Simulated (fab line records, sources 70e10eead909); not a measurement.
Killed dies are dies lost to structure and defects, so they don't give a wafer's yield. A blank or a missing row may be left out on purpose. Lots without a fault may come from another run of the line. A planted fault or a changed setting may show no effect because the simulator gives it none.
Which tool did it? | flow nand_harc | 14 lots, 42 wafers sampled, at 4 steps of a route of 1302

WHAT THE GAUGES READ, wafer by wafer
NHARC_P_CONTACT_INSPECT_14.
lot  | measured     | on                | raw_defect_count
L763 | day 6 15:21  | defect_inspect-01 | 4 3 4
L764 | day 7 02:03  | defect_inspect-01 | 8 4 4
L766 | day 7 23:14  | defect_inspect-02 | 4 1 6
L767 | day 8 11:29  | defect_inspect-01 | 2 6 2
L768 | day 8 18:05  | defect_inspect-01 | 9 8 6
L769 | day 9 09:52  | defect_inspect-02 | 3 6 5
L770 | day 9 10:15  | defect_inspect-02 | 3 2 4
L772 | day 10 18:32 | defect_inspect-02 | 7 1 4
L776 | day 11 22:06 | defect_inspect-01 | 0 0 7
L775 | day 11 23:14 | defect_inspect-01 | 3 3 6
L777 | day 12 22:06 | defect_inspect-01 | 8 4 4
L782 | day 14 12:39 | defect_inspect-01 | 10 5 7
L783 | day 14 23:21 | defect_inspect-02 | 2 4 4
L784 | day 15 13:26 | defect_inspect-01 | 10 5 5

NHARC_P_M0_INSPECT_11.
lot  | measured     | on                | raw_defect_count
L763 | day 6 19:32  | defect_inspect-02 | 6 6 2
L764 | day 7 06:14  | defect_inspect-01 | 9 11 9
L766 | day 8 03:25  | defect_inspect-01 | 1 4 7
L767 | day 8 15:35  | defect_inspect-02 | 2 8 4
L768 | day 8 22:49  | defect_inspect-02 | 16 10 5
L769 | day 9 14:02  | defect_inspect-02 | 3 5 5
L770 | day 9 14:26  | defect_inspect-02 | 7 5 6
L772 | day 10 22:58 | defect_inspect-02 | 3 1 6
L776 | day 12 02:20 | defect_inspect-01 | 0 0 2
L775 | day 12 03:19 | defect_inspect-02 | 2 3 4
L777 | day 13 02:18 | defect_inspect-01 | 6 4 4
L782 | day 14 16:52 | defect_inspect-02 | 11 6 5
L783 | day 15 03:31 | defect_inspect-02 | 2 6 2
L784 | day 15 17:29 | defect_inspect-02 | 10 6 8

WHICH TOOL RAN EACH LOT (tool, then ch and the chambers of the sampled wafers, then the start)
lot  | NHARC_P_CONTACT_DEGAS_38     | NHARC_P_M0_PEB_07
L763 | pvd_sputter-02, day 6 16:59  | litho_track-01 ch 0, day 6 19:20
L764 | pvd_sputter-03, day 7 03:41  | litho_track-06 ch 0, day 7 06:02
L766 | pvd_sputter-03, day 8 00:52  | litho_track-06 ch 0, day 8 03:13
L767 | pvd_sputter-02, day 8 13:10  | litho_track-01 ch 0, day 8 15:23
L768 | pvd_sputter-03, day 8 19:47  | litho_track-01 ch 0, day 8 22:37
L769 | pvd_sputter-02, day 9 11:30  | litho_track-06 ch 0, day 9 13:49
L770 | pvd_sputter-01, day 9 11:53  | litho_track-01 ch 0, day 9 14:14
L772 | pvd_sputter-03, day 10 20:19 | litho_track-01 ch 0, day 10 22:46
L776 | pvd_sputter-01, day 11 23:46 | litho_track-01 ch 0, day 12 02:08
L775 | pvd_sputter-02, day 12 00:52 | litho_track-01 ch 0, day 12 03:07
L777 | pvd_sputter-03, day 12 23:46 | litho_track-01 ch 0, day 13 02:06
L782 | pvd_sputter-03, day 14 14:21 | litho_track-06 ch 0, day 14 16:40
L783 | pvd_sputter-03, day 15 01:00 | litho_track-04 ch 0, day 15 03:19
L784 | pvd_sputter-02, day 15 15:05 | litho_track-06 ch 0, day 15 17:16
- NHARC_P_CONTACT_DEGAS_38: time 60 s.
- NHARC_P_M0_PEB_07: peb time 65 s.

WHAT THE TOOLS THEMSELVES READ (means of the sampled wafers that have a number; where no wafer has one, the mark that the record gives instead)
NHARC_P_CONTACT_DEGAS_38.
lot  | tool           | heater_power_w (W)
L763 | pvd_sputter-02 | 440
L764 | pvd_sputter-03 | 466
L766 | pvd_sputter-03 | 479
L767 | pvd_sputter-02 | 496
L768 | pvd_sputter-03 | 427
L769 | pvd_sputter-02 | 443
L770 | pvd_sputter-01 | 457
L772 | pvd_sputter-03 | 464
L776 | pvd_sputter-01 | 462
L775 | pvd_sputter-02 | 418
L777 | pvd_sputter-03 | 468
L782 | pvd_sputter-03 | 439
L783 | pvd_sputter-03 | 468
L784 | pvd_sputter-02 | 450

NHARC_P_M0_PEB_07.
lot  | tool           | exhaust_pa (Pa) | heater_power_total_W (W) | plate_temp_C (C)
L763 | litho_track-01 | 45.0            | 156.3                    | 99.94
L764 | litho_track-06 | 45.0            | 156.2                    | 100.01
L766 | litho_track-06 | 45.9            | 156.4                    | 99.90
L767 | litho_track-01 | 45.1            | 156.6                    | 100.20
L768 | litho_track-01 | 45.2            | 156.5                    | 99.93
L769 | litho_track-06 | 44.6            | 156.8                    | 100.05
L770 | litho_track-01 | 45.8            | 156.4                    | 100.01
L772 | litho_track-01 | 45.3            | 156.2                    | 99.95
L776 | litho_track-01 | 43.7            | 156.9                    | 100.16
L775 | litho_track-01 | 45.3            | 151.0                    | 97.49
L777 | litho_track-01 | 45.8            | 150.8                    | 97.25
L782 | litho_track-06 | 45.3            | 156.5                    | 100.04
L783 | litho_track-04 | 45.3            | 156.5                    | 99.99
L784 | litho_track-06 | 45.1            | 156.5                    | 100.08

THE ANSWER, worked out from the rows above alone
Rule: what is usual is taken from the lots themselves. Put in order of their means at a reading, lots are off if they are a third of the lots or fewer, leave a main group of 4 or more, and stand apart from it by a gap of 3 or more times the standard deviation of the main group's means; of several such gaps the widest counts. A main group whose means are all the same, to the digits that the tables above print for the reading, isn't used. A lot without any number at a reading at which 4 lots or more have one is off too. The other lots that the step has rows for count as sound. The gauges are gone through in route order, then the tools' own readings, and for those a lot's mean is taken as printed above. The first step at which some lot is off is used, and at that step the reading that is off furthest; a lot without a number counts as furthest.
Off: L775, L777, at NHARC_P_M0_PEB_07 (plate_temp_C). The main group: mean 100.02 C, standard deviation 0.087.
A tool fits if, at that step or a process step before it, it ran every lot that is off, and no sound lot after the first of them. One fits: litho_track-01 at NHARC_P_M0_PEB_07. Its last sound lot is L776 (day 12 02:08), its first lot that is off L775 (day 12 03:07): a fault that began between those two fits.
The tool's own readings at NHARC_P_M0_PEB_07 bear it out: on the lots that are off they differ by more than 5 times the standard deviation of the sound lots' means. heater_power_total_W reads 150.9 W there against 156.5 W on the sound lots; plate_temp_C reads 97.37 C there against 100.02 C on the sound lots.

WHAT THE SIMULATOR HAD PUT IN
Process parameter drift: litho_track-01, from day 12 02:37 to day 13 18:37, at NHARC_P_M0_PEB_07. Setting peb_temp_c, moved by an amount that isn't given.
Lots struck among those shown: L775, L777. The rule above found the same.
